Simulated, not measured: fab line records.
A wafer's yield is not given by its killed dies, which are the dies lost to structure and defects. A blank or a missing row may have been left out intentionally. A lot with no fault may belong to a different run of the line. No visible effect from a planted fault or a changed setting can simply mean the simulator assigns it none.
Problem report in the 8D (eight disciplines) form, filled by code / flow nand_harc / the parts of the form that need people (team, actions taken, sign-off) are left out

== 1. PROBLEM STATEMENT ==
Mean of rf_fwd_power_W at NHARC_A_BONDPAD_ETCH_12: 296.9 W across 2 wafers in 2 lots; on wafers with no fault it is 496.9 W (standard deviation 1.6). That is -99 or more standard deviations from the usual mean.
The step: etches the open film in CHF3/O2, target depth 220 nm, time 110 s.
The first sign was on wafer L924.1 at day 27 23:33, on rie_diel-03. Wafers with a number at this step in the record: 42, from 14 lots. Rule for "out", or "out of limits": more than 4 standard deviations from the usual mean. All remaining wafers that have a number are taken as sound.

== 2. WHAT THIS IS AND IS NOT ==
question=which readings at this step | is=rf_fwd_power_W, oes_product_au | is not=drypump_motor_current_A, rf_vpp_V, showerhead_plenum_p_Torr, throttle_valve_pct
question=which lots | is=L923, L924 | is not=L912, L913, L915, L917, L918, L919, L921, L930, L932, L933, L934, L935
question=which wafers of those lots | is=L923.3, L924.1 | is not=L923.1, L923.2, L924.2, L924.6
question=read on which tools | is=rie_diel-03 | is not=rie_diel-02, rie_diel-04
question=when | is=from day 27 23:33 | is not=up to then (23 sound wafers); but 17 sound wafers of L923, L930, L932, L933, L934, L935 came after

== 3. SUSPECTS, AND WHAT RULES EACH OUT ==
Counting: if a tool at a process step up to the reading ran every lot that is out, it stays a suspect. Sound lots after the first of them don't rule it out here, since some wafers of a struck lot are sound.
- rie_diel-03 at NHARC_A_BONDPAD_ETCH_12 (etches the open film in CHF3/O2, target depth 220 nm, time 110 s): kept. It processed each lot that is out (first: L924, day 27 23:33); up to then, its last sound lot is L921 (day 27 06:58). Its own readings are out on those wafers: oes_product_au, rf_fwd_power_W.
- Within rie_diel-03 at NHARC_A_BONDPAD_ETCH_12: the wafers that are out ran in chamber 0; their sound lot-mates ran in chambers 1, 2.
Remaining after the count: rie_diel-03 at NHARC_A_BONDPAD_ETCH_12.

== 4. THE CAUSE (what the simulator had put in) ==
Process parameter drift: rie_diel-03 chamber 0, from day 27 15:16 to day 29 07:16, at NHARC_A_BONDPAD_ETCH_12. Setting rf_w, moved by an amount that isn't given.
Counting left only this tool.

== 5. THE EFFECT CHAIN, in route order ==
Each row: a reading where the mean over the struck wafers with a number is more than 3 standard deviations away from the usual. Scope: only readings with a usual standard deviation given in the record; hours: median across lots of the time from each lot's start at the first step in this table that gives one to its start at this step; sigmas: change in usual standard deviations.
hours=0; step=NHARC_A_BONDPAD_ETCH_12; reading=oes_product_au; usual=0.939 a.u.; on struck wafers=0.706; change=-0.233; sigmas=-11
hours=0; step=NHARC_A_BONDPAD_ETCH_12; reading=rf_fwd_power_W; usual=496.9 W; on struck wafers=296.9; change=-200.0; sigmas=-99 or more
The process steps in it:
- NHARC_A_BONDPAD_ETCH_12: etches the open film in CHF3/O2, target depth 220 nm, time 110 s.

== 6. HOW IT WOULD HAVE BEEN CAUGHT EARLIER ==
In this record no reading fell out of limits until day 27 23:33, 8 hours after the fault had begun at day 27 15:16.
